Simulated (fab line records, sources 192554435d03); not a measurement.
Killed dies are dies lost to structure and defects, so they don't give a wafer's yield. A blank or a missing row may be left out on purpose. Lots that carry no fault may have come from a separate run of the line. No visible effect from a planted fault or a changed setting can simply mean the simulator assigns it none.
Split-lot trial :: flow n5-finfet :: route with 1938 steps; 7 lots, 21 wafers read

ON THE SPLIT
At N5_BEOL_M2_DESCUM_33 (chemistry O2, time 7 s), the setting time-s was moved away from the recipe's 7 s on 6 of the 21 wafers read, by -22.4% to +10.3%. For the rest of the wafers, this setting stayed at what the recipe calls for.

FROM THE SPLIT TO THE READING: what the file shows between them, 3 steps
- N5_BEOL_M2_ETCH_77: etches underlayer in N2/H2, target depth 6.5 nm, time 5.2 s
- N5_BEOL_M2_ETCH_69: etches SiARC in CF4, target depth 15.6 nm, time 26 s
- N5_BEOL_M2_ALD_98: deposits SiO2, target thk 2.5 nm, pulse time 1 s, co reactant pulse time 1 s

THE READING
CAR-EUV_of_BEOL_M2_COAT_22.thk-nm (the simulator's own value, which no gauge read), in nm, at N5_BEOL_M2_ETCHBACK_99 (etches SiO2 in CHF3, target depth 5 nm, time 10.4 s). There is no usual value for it anywhere in the file. Average 10.4 nm, standard deviation 0.11 nm, over the 15 wafers here run with the recipe.

wafer: L083.2
tool, chamber at the split: rie-diel-03, 3
time-s as run, s: 5.431
against the recipe: -22.4%
CAR-EUV_of_BEOL_M2_COAT_22.thk-nm, nm: 11.2
against lot-mates on the recipe: +0.8

wafer: L083.3
tool, chamber at the split: rie-diel-03, 1
time-s as run, s: 7
against the recipe: recipe
CAR-EUV_of_BEOL_M2_COAT_22.thk-nm, nm: 10.4
against lot-mates on the recipe: -

wafer: L083.4
tool, chamber at the split: rie-diel-03, 1
time-s as run, s: 7
against the recipe: recipe
CAR-EUV_of_BEOL_M2_COAT_22.thk-nm, nm: 10.4
against lot-mates on the recipe: -

wafer: L086.2
tool, chamber at the split: rie-diel-01, 1,0,0
time-s as run, s: 7
against the recipe: recipe
CAR-EUV_of_BEOL_M2_COAT_22.thk-nm, nm: 10.4
against lot-mates on the recipe: -

wafer: L086.3
tool, chamber at the split: rie-diel-01, 1,0,0
time-s as run, s: 7
against the recipe: recipe
CAR-EUV_of_BEOL_M2_COAT_22.thk-nm, nm: 10.6
against lot-mates on the recipe: -

wafer: L086.6
tool, chamber at the split: rie-diel-01, 1,0,0
time-s as run, s: 7
against the recipe: recipe
CAR-EUV_of_BEOL_M2_COAT_22.thk-nm, nm: 10.6
against lot-mates on the recipe: -

wafer: L088.2
tool, chamber at the split: rie-diel-03, 0
time-s as run, s: 7.723
against the recipe: +10.3%
CAR-EUV_of_BEOL_M2_COAT_22.thk-nm, nm: 10
against lot-mates on the recipe: -0.4

wafer: L088.3
tool, chamber at the split: rie-diel-03, 3
time-s as run, s: 7
against the recipe: recipe
CAR-EUV_of_BEOL_M2_COAT_22.thk-nm, nm: 10.4
against lot-mates on the recipe: -

wafer: L088.6
tool, chamber at the split: rie-diel-03, 0
time-s as run, s: 7.723
against the recipe: +10.3%
CAR-EUV_of_BEOL_M2_COAT_22.thk-nm, nm: 9.8
against lot-mates on the recipe: -0.6

wafer: L090.4
tool, chamber at the split: rie-diel-06, 1,2
time-s as run, s: 6.551
against the recipe: -6.4%
CAR-EUV_of_BEOL_M2_COAT_22.thk-nm, nm: 10.8
against lot-mates on the recipe: +0.2

wafer: L090.5
tool, chamber at the split: rie-diel-06, 1,2
time-s as run, s: 6.551
against the recipe: -6.4%
CAR-EUV_of_BEOL_M2_COAT_22.thk-nm, nm: 10.8
against lot-mates on the recipe: +0.2

wafer: L090.6
tool, chamber at the split: rie-diel-06, 1
time-s as run, s: 7
against the recipe: recipe
CAR-EUV_of_BEOL_M2_COAT_22.thk-nm, nm: 10.6
against lot-mates on the recipe: -

wafer: L092.2
tool, chamber at the split: rie-diel-06, 0,1
time-s as run, s: 7
against the recipe: recipe
CAR-EUV_of_BEOL_M2_COAT_22.thk-nm, nm: 10.4
against lot-mates on the recipe: -

wafer: L092.5
tool, chamber at the split: rie-diel-06, 3
time-s as run, s: 7
against the recipe: recipe
CAR-EUV_of_BEOL_M2_COAT_22.thk-nm, nm: 10.4
against lot-mates on the recipe: -

wafer: L092.3
tool, chamber at the split: rie-diel-06, 0,1
time-s as run, s: 7
against the recipe: recipe
CAR-EUV_of_BEOL_M2_COAT_22.thk-nm, nm: 10.6
against lot-mates on the recipe: -

wafer: L094.1
tool, chamber at the split: rie-diel-01, 0
time-s as run, s: 5.942
against the recipe: -15.1%
CAR-EUV_of_BEOL_M2_COAT_22.thk-nm, nm: 11
against lot-mates on the recipe: +0.7

wafer: L094.2
tool, chamber at the split: rie-diel-01, 1
time-s as run, s: 7
against the recipe: recipe
CAR-EUV_of_BEOL_M2_COAT_22.thk-nm, nm: 10.2
against lot-mates on the recipe: -

wafer: L094.3
tool, chamber at the split: rie-diel-01, 2
time-s as run, s: 7
against the recipe: recipe
CAR-EUV_of_BEOL_M2_COAT_22.thk-nm, nm: 10.4
against lot-mates on the recipe: -

wafer: L096.3
tool, chamber at the split: rie-diel-01, 2
time-s as run, s: 7
against the recipe: recipe
CAR-EUV_of_BEOL_M2_COAT_22.thk-nm, nm: 10.4
against lot-mates on the recipe: -

wafer: L096.4
tool, chamber at the split: rie-diel-01, 1,3
time-s as run, s: 7
against the recipe: recipe
CAR-EUV_of_BEOL_M2_COAT_22.thk-nm, nm: 10.4
against lot-mates on the recipe: -

wafer: L096.5
tool, chamber at the split: rie-diel-01, 1,3
time-s as run, s: 7
against the recipe: recipe
CAR-EUV_of_BEOL_M2_COAT_22.thk-nm, nm: 10.4
against lot-mates on the recipe: -
The file does not say which wafer passed through which chamber wherever a row lists several chambers: such a row stands for several wafers.

FIT RESULTS
A straight line over all 21 wafers: CAR-EUV_of_BEOL_M2_COAT_22.thk-nm changes by -0.0405 nm for each +1% of time-s; r = -0.93; the points scatter about the line by 0.12 nm.
The same after taking each lot's own level away (the mean of its wafers on the recipe; 21 wafers): -0.0408 nm for each +1%; r = -0.96; scatter 0.082 nm.
The reading moves by 0.91 nm for the largest change in time-s, on that fit.
From 10.30 to 10.60 nm: that is the span of the lots' own levels, equal to 2.8 times the standard deviation above.
Consequently the slope shifts little with the lot-to-lot level, the two slopes agreeing.
Check: +0.996 nm against its lot-mates is what the line predicts for one of the wafers moved furthest among these (-22.4%) when that wafer is left out of the fit. Against them it came out at +0.8 nm.

THE WHOLE CHAIN: every reading that the file lists as answering this split, in the file's order
step: N5_BEOL_M2_DESCUM_33
what it does: chemistry O2, time 7 s
reading: CAR-EUV_of_BEOL_M2_COAT_22.thk-nm (the simulator's own value, which no gauge read)
change (the file's fit): -0.0435 nm for each +1% of the setting
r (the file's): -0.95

step: N5_BEOL_M2_ETCH_69
what it does: etches SiARC in CF4, target depth 15.6 nm, time 26 s
reading: CAR-EUV_of_BEOL_M2_COAT_22.thk-nm (the simulator's own value, which no gauge read)
change (the file's fit): -0.0442 nm for each +1% of the setting
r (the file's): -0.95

step: N5_BEOL_M2_ETCHBACK_99
what it does: etches SiO2 in CHF3, target depth 5 nm, time 10.4 s
reading: CAR-EUV_of_BEOL_M2_COAT_22.thk-nm (the simulator's own value, which no gauge read)
change (the file's fit): -0.0398 nm for each +1% of the setting
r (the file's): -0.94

THE FILE'S OWN FIT
CAR-EUV_of_BEOL_M2_COAT_22.thk-nm changes by -0.0398 nm for each +1% of time-s, r = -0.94.
